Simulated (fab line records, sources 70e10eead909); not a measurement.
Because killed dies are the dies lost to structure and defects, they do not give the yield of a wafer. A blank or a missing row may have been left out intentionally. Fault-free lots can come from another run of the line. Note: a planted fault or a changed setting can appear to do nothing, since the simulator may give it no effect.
Which tool was responsible? || flow nandHarc || 18 wafers from 6 lots sampled at 6 of the route's 1302 steps

WHAT THE GAUGES SHOWED, per wafer
NHARC_END_SORT_01.
{"lot": "L449", "measured": "day 31 11:29", "on": "prober-02", "defectLimitedYield (%)": "90.7 91.4 92.0"}

EACH LOT AND THE TOOL THAT RAN IT (in order: tool; ch and the chambers of the sampled wafers; start)
{"lot": "L432", "NHARC_A_M1_DEGAS_29": "pvdSputter-02, day 23 10:04", "NHARC_A_M1_ECD_22": "ecdCu-02 ch 0,1, day 23 10:26", "NHARC_A_M1_CMP_23": "cmp-03 ch 0,1,3, day 23 11:11", "NHARC_A_M1_PRE_CLEAN_32": "pecvd-04 ch 0,1, day 23 11:41", "NHARC_A_BONDPAD_CMP_29": "cmp-03 ch 0,2, day 23 12:44"}
{"lot": "L436", "NHARC_A_M1_DEGAS_29": "pvdSputter-01, day 24 15:06", "NHARC_A_M1_ECD_22": "ecdCu-02 ch 0,1, day 24 15:41", "NHARC_A_M1_CMP_23": "cmp-01 ch 2,3, day 24 16:32", "NHARC_A_M1_PRE_CLEAN_32": "pecvd-03 ch 0,1,2, day 24 17:05", "NHARC_A_BONDPAD_CMP_29": "cmp-01 ch 1,3, day 24 18:08"}
{"lot": "L437", "NHARC_A_M1_DEGAS_29": "pvdSputter-03, day 25 23:54", "NHARC_A_M1_ECD_22": "ecdCu-01 ch 0,1, day 26 00:15", "NHARC_A_M1_CMP_23": "cmp-03 ch 0,3, day 26 00:58", "NHARC_A_M1_PRE_CLEAN_32": "pecvd-04 ch 0,2, day 26 01:49", "NHARC_A_BONDPAD_CMP_29": "cmp-03 ch 0,1, day 26 02:52"}
{"lot": "L449", "NHARC_A_M1_DEGAS_29": "pvdSputter-01, day 30 00:47", "NHARC_A_M1_ECD_22": "ecdCu-01 ch 0,1, day 30 01:08", "NHARC_A_M1_CMP_23": "cmp-01 ch 0,2,3, day 30 01:52", "NHARC_A_M1_PRE_CLEAN_32": "pecvd-02 ch 0,1, day 30 02:25", "NHARC_A_BONDPAD_CMP_29": "cmp-03 ch 0,1, day 30 03:28"}
{"lot": "L451", "NHARC_A_M1_DEGAS_29": "pvdSputter-03, day 30 22:57", "NHARC_A_M1_ECD_22": "ecdCu-02 ch 0,1, day 30 23:19", "NHARC_A_M1_CMP_23": "cmp-02 ch 1,2, day 31 00:02", "NHARC_A_M1_PRE_CLEAN_32": "pecvd-04 ch 0,1, day 31 00:34", "NHARC_A_BONDPAD_CMP_29": "cmp-01 ch 0,2,3, day 31 01:38"}
{"lot": "L454", "NHARC_A_M1_DEGAS_29": "pvdSputter-03, day 32 20:46", "NHARC_A_M1_ECD_22": "ecdCu-01 ch 0,1, day 32 21:08", "NHARC_A_M1_CMP_23": "cmp-03 ch 1,2,3, day 32 21:52", "NHARC_A_M1_PRE_CLEAN_32": "pecvd-03 ch 0,1, day 32 22:24", "NHARC_A_BONDPAD_CMP_29": "cmp-03 ch 0,2,3, day 32 23:26"}
- NHARC_A_M1_DEGAS_29: time 60 s.
- NHARC_A_M1_ECD_22: material Cu, target thk 400 nm.
- NHARC_A_M1_CMP_23: polishes, t overpolish 20 s, target thk 154.34 nm.
- NHARC_A_M1_PRE_CLEAN_32: time 12 s.
- NHARC_A_BONDPAD_CMP_29: polishes SiCN, target thk 200 nm.

THE ANSWER, worked out from the rows above alone
Rule: what is usual is taken from the lots themselves. Put in order of their means at a reading, lots are off if they are a third of the lots or fewer, leave a main group of 4 or more, and stand apart from it by a gap of 3 or more times the standard deviation of the main group's means; of several such gaps the widest counts. If all means in a main group match to the digits the tables above print for the reading, that group is not used. Also off: a lot with no number at a reading for which 4 or more lots have one. All remaining lots with rows at the step are treated as sound.
No lot is off at any reading shown: from this, nothing can be told.

WHAT HAD BEEN PUT IN BY THE SIMULATOR
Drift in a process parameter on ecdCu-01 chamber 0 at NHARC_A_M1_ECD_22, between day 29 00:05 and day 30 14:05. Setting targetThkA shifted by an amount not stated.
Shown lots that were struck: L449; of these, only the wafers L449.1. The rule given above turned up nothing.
